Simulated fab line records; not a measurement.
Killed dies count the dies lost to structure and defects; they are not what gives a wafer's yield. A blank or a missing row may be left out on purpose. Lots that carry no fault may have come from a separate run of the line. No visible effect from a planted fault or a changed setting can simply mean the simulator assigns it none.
The tool behind it: which one? + flow n5 finfet + 33 wafers from 12 lots sampled at 3 of the route's 1938 steps

WHAT EACH GAUGE READ, for each wafer
N5_BEOL_M10_CD_MEAS_11 targets a cd of 64.1 nm. Usual: cd nm at 64.1 nm, with a standard deviation of 0.49.
| lot  | measured     | on        | cd nm (nm)     | flag |
|------|--------------|-----------|----------------|------|
| L905 | day 16 00:44 | cd sem-02 | 64.4 63.5 64.1 |      |
| L901 | day 17 14:52 | cd sem-01 | 63.5 64.7 63.6 |      |
| L906 | day 17 15:08 | cd sem-01 | 64.4 64.1 64.6 |      |
| L911 | day 18 04:57 | cd sem-02 | 63.9 63.8 64.0 |      |
| L908 | day 19 16:19 | cd sem-03 | 63.4 63.2 63.7 |      |
| L910 | day 19 16:29 | cd sem-01 | 64.6 63.7 64.0 |      |
| L909 | day 19 21:08 | cd sem-01 | 63.8 63.6 63.7 |      |
| L914 | day 20 00:17 | cd sem-01 | 63.9 63.6 63.7 |      |
| L913 | day 20 00:50 | cd sem-03 | 64.2 63.7 63.0 |      |
| L915 | day 20 08:27 | cd sem-03 | 63.9 63.7      |      |
| L916 | day 20 11:53 | cd sem-03 | 63.9 64.9      |      |
| L920 | day 21 07:57 | cd sem-03 | 64.5 63.9      |      |

WHICH TOOL RAN EACH LOT (tool, then ch and the chambers of the sampled wafers, then the start)
| lot  | N5_BEOL_M10_PECVD_70            | N5_BEOL_M10_HM_DEP_02        |
|------|---------------------------------|------------------------------|
| L905 | pecvd-04 ch 1,2, day 16 00:11   | pvd sputter-01, day 16 00:14 |
| L901 | pecvd-04 ch 0,1,2, day 17 10:03 | pvd sputter-02, day 17 14:22 |
| L906 | pecvd-02 ch 0,1,2, day 17 11:31 | pvd sputter-01, day 17 14:38 |
| L911 | pecvd-02 ch 0,1,2, day 18 00:15 | pvd sputter-02, day 18 04:27 |
| L908 | pecvd-04 ch 0,1, day 19 11:28   | pvd sputter-03, day 19 15:49 |
| L910 | pecvd-04 ch 1,2, day 19 11:38   | pvd sputter-03, day 19 15:55 |
| L909 | pecvd-04 ch 0,1,2, day 19 20:42 | pvd sputter-02, day 19 20:46 |
| L914 | pecvd-04 ch 0,2, day 19 21:29   | pvd sputter-03, day 19 23:47 |
| L913 | pecvd-03 ch 0,2, day 19 23:05   | pvd sputter-03, day 20 00:28 |
| L915 | pecvd-03 ch 1,2, day 20 06:04   | pvd sputter-01, day 20 07:56 |
| L916 | pecvd-02 ch 0,1, day 20 09:38   | pvd sputter-02, day 20 11:31 |
| L920 | pecvd-02 ch 1,2, day 21 06:41   | pvd sputter-03, day 21 07:35 |
- N5_BEOL_M10_PECVD_70: deposits SiO2 from TEOS/O2, target thk 20 nm, time 22.7 s.
- N5_BEOL_M10_HM_DEP_02: deposits TiN, target thk 20 nm.

AS READ BY THE TOOLS THEMSELVES (means over the sampled wafers that have a number; for cases with no such wafer, the mark the record gives instead)
N5_BEOL_M10_PECVD_70. Usual: chamber pressure Torr 5.501 Torr, standard deviation 0.012; heater power w 706 W, standard deviation 100; showerhead plenum p Torr 8.79 Torr, standard deviation 0.054; throttle valve pct 21.9 %, standard deviation 0.99.
| lot  | tool     | chamber pressure Torr (Torr) | heater power w (W) | showerhead plenum p Torr (Torr) | throttle valve pct (%) | flag |
|------|----------|------------------------------|--------------------|---------------------------------|------------------------|------|
| L905 | pecvd-04 | 5.509                        | 714                | 8.76                            | 21.5                   |      |
| L901 | pecvd-04 | 5.506                        | 753                | 8.81                            | 21.5                   |      |
| L906 | pecvd-02 | 5.495                        | 608                | 8.76                            | 21.9                   |      |
| L911 | pecvd-02 | 5.512                        | 592                | 8.78                            | 21.8                   |      |
| L908 | pecvd-04 | 5.508                        | 797                | 8.80                            | 21.9                   |      |
| L910 | pecvd-04 | 5.512                        | 734                | 8.78                            | 22.2                   |      |
| L909 | pecvd-04 | 5.512                        | 731                | 8.79                            | 21.5                   |      |
| L914 | pecvd-04 | 5.498                        | 671                | 8.76                            | 21.1                   |      |
| L913 | pecvd-03 | 5.495                        | 794                | 8.82                            | 22.9                   |      |
| L915 | pecvd-03 | 5.492                        | 752                | 8.83                            | 22.6                   |      |
| L916 | pecvd-02 | 5.492                        | 532                | 8.82                            | 21.4                   |      |
| L920 | pecvd-02 | 5.505                        | 657                | 8.74                            | 21.7                   |      |

N5_BEOL_M10_HM_DEP_02. Usual: throttle valve pct at 30.0 %, with a standard deviation of 0.97.
| lot  | tool           | throttle valve pct (%) | flag |
|------|----------------|------------------------|------|
| L905 | pvd sputter-01 | 29.5                   |      |
| L901 | pvd sputter-02 | 30.4                   |      |
| L906 | pvd sputter-01 | 28.9                   |      |
| L911 | pvd sputter-02 | 30.6                   |      |
| L908 | pvd sputter-03 | 30.2                   |      |
| L910 | pvd sputter-03 | 30.4                   |      |
| L909 | pvd sputter-02 | 31.2                   |      |
| L914 | pvd sputter-03 | 30.2                   |      |
| L913 | pvd sputter-03 | 30.2                   |      |
| L915 | pvd sputter-01 | 27.4                   |      |
| L916 | pvd sputter-02 | 31.2                   |      |
| L920 | pvd sputter-03 | 30.4                   |      |

THE ANSWER, worked out from the rows above alone
Rule: a lot counts as off when the mean over its wafers that have a number is more than 3 standard deviations away from the usual mean. Also off: a lot with no number at a reading for which 4 or more lots have one. All remaining lots with rows at the step are treated as sound. The gauges are gone through in route order, then the tools' own readings, and for those a lot's mean is taken as printed above. The first step at which some lot is off is used, and at that step the reading that is off furthest; a lot without a number counts as furthest.
No lot is off at any reading shown: from this, nothing can be told.

WHAT THE SIMULATOR PUT IN
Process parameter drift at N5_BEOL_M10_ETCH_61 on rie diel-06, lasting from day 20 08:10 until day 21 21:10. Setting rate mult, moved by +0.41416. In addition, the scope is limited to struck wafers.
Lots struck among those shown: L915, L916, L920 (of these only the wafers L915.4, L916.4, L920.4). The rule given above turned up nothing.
